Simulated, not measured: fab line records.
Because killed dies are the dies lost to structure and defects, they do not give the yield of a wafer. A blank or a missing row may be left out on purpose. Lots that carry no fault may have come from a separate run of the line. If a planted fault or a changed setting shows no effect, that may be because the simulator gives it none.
Commonality check across tools | flow nand-harc | 15 lots and 45 wafers in the sample

== REASON FOR OPENING ==
At NHARC_A_CHANNEL_HOLE_D1_CD_MEAS_10 the reading cd-nm is flagged on 3 of 15 lots. No-fault wafers: 100.0 nm, standard deviation 0.43.
Rule: a lot is flagged when every wafer of it that has a number lies more than 4 standard deviations from that mean, or none has a number. The rest of the lots are taken to be sound.

lot  | measured     | on        | cd-nm (nm), wafer by wafer | flag
L309 | day 8 03:09  | cd-sem-03 | 100.2 101.1 100.2          |
L310 | day 8 19:52  | cd-sem-01 | 100.4 100.5 99.8           |
L313 | day 9 01:41  | cd-sem-02 | 99.7 99.6 100.0            |
L311 | day 9 02:08  | cd-sem-03 | 100.3 100.5 100.1          |
L315 | day 9 20:36  | cd-sem-03 | 100.1 99.8 100.0           |
L316 | day 9 21:41  | cd-sem-01 | 99.6 99.4 99.8             |
L318 | day 10 15:11 | cd-sem-02 | 99.3 99.4 99.9             |
L321 | day 11 10:02 | cd-sem-03 | 99.7 100.6 99.9            |
L320 | day 11 10:16 | cd-sem-03 | 100.4 100.3 100.3          |
L323 | day 12 00:41 | cd-sem-03 | 100.2 100.1 100.6          |
L324 | day 12 09:34 | cd-sem-03 | 77.4 77.8 77.5             | FLAGGED
L327 | day 12 17:58 | cd-sem-01 | 83.4 82.9 83.1             | FLAGGED
L328 | day 12 18:28 | cd-sem-03 | 86.0 85.5 85.0             | FLAGGED
L330 | day 13 06:34 | cd-sem-01 | 98.9 99.9 100.2            |
L331 | day 13 13:01 | cd-sem-03 | 100.5 100.6 99.5           |
The numbers of the flagged lots are 82.1 nm on average: -17.9 nm against the usual, or -42 standard deviations.

== TOOL THAT RAN EACH LOT ==
The record keeps 1 process step preceding the reading, out of 1159 steps on the route. Cell contents, in order: the tool; ch with the chambers the sampled wafers went through; the start.
lot  | flag    | NHARC_A_CHANNEL_HOLE_D1_EXPOSE_07
L309 |         | arfi-scanner-03 ch 0, day 8 03:01
L310 |         | arfi-scanner-02 ch 0, day 8 19:44
L313 |         | arfi-scanner-02 ch 0, day 9 01:32
L311 |         | arfi-scanner-03 ch 0, day 9 01:59
L315 |         | arfi-scanner-03 ch 0, day 9 20:28
L316 |         | arfi-scanner-03 ch 0, day 9 21:32
L318 |         | arfi-scanner-01 ch 0, day 10 15:02
L321 |         | arfi-scanner-02 ch 0, day 11 09:54
L320 |         | arfi-scanner-03 ch 0, day 11 10:08
L323 |         | arfi-scanner-01 ch 0, day 12 00:33
L324 | FLAGGED | arfi-scanner-01 ch 0, day 12 09:26
L327 | FLAGGED | arfi-scanner-01 ch 0, day 12 17:49
L328 | FLAGGED | arfi-scanner-01 ch 0, day 12 18:19
L330 |         | arfi-scanner-02 ch 0, day 13 06:25
L331 |         | arfi-scanner-02 ch 0, day 13 12:52
What these steps do:
- NHARC_A_CHANNEL_HOLE_D1_EXPOSE_07: exposes mask HOLE D1, target cd 100 nm.
- NHARC_A_CHANNEL_HOLE_D1_CD_MEAS_10: target cd 100 nm.

== FLAGGED OVER TOTAL, TOOL BY TOOL (the gauges that took the reading come last) ==
step                               | tool            | lots run | flagged | share of the flagged lots | sound lots run after its first flagged lot
NHARC_A_CHANNEL_HOLE_D1_EXPOSE_07  | arfi-scanner-01 | 5        | 3       | all                       | 0
NHARC_A_CHANNEL_HOLE_D1_EXPOSE_07  | arfi-scanner-02 | 5        | 0       | none                      | -
NHARC_A_CHANNEL_HOLE_D1_EXPOSE_07  | arfi-scanner-03 | 5        | 0       | none                      | -
NHARC_A_CHANNEL_HOLE_D1_CD_MEAS_10 | cd-sem-01       | 4        | 1       | some                      | 1 (L330)
NHARC_A_CHANNEL_HOLE_D1_CD_MEAS_10 | cd-sem-02       | 2        | 0       | none                      | -
NHARC_A_CHANNEL_HOLE_D1_CD_MEAS_10 | cd-sem-03       | 9        | 2       | some                      | 1 (L331)

== THE TABLE: WHAT IT ALLOWS ==
All flagged lots share 1 row of the table, namely arfi-scanner-01 at NHARC_A_CHANNEL_HOLE_D1_EXPOSE_07.
- arfi-scanner-01 at NHARC_A_CHANNEL_HOLE_D1_EXPOSE_07 ran 5 lots, 3 of them flagged. Last sound lot L323 at day 12 00:33, first flagged lot L324 at day 12 09:26; a fault beginning in between fits. Its own readings lie more than 4 standard deviations out on every wafer of the flagged lots: exposure-dose-mJ-cm2.
One tool is left: arfi-scanner-01 at NHARC_A_CHANNEL_HOLE_D1_EXPOSE_07.

== WHAT THE SIMULATOR HAD PUT IN ==
Process parameter drift: arfi-scanner-01, from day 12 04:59 on, at NHARC_A_CHANNEL_HOLE_D1_EXPOSE_07. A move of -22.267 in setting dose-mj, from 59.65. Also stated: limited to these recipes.
Shown lots that were struck: L324, L327, L328. The rule above reached the same finding.
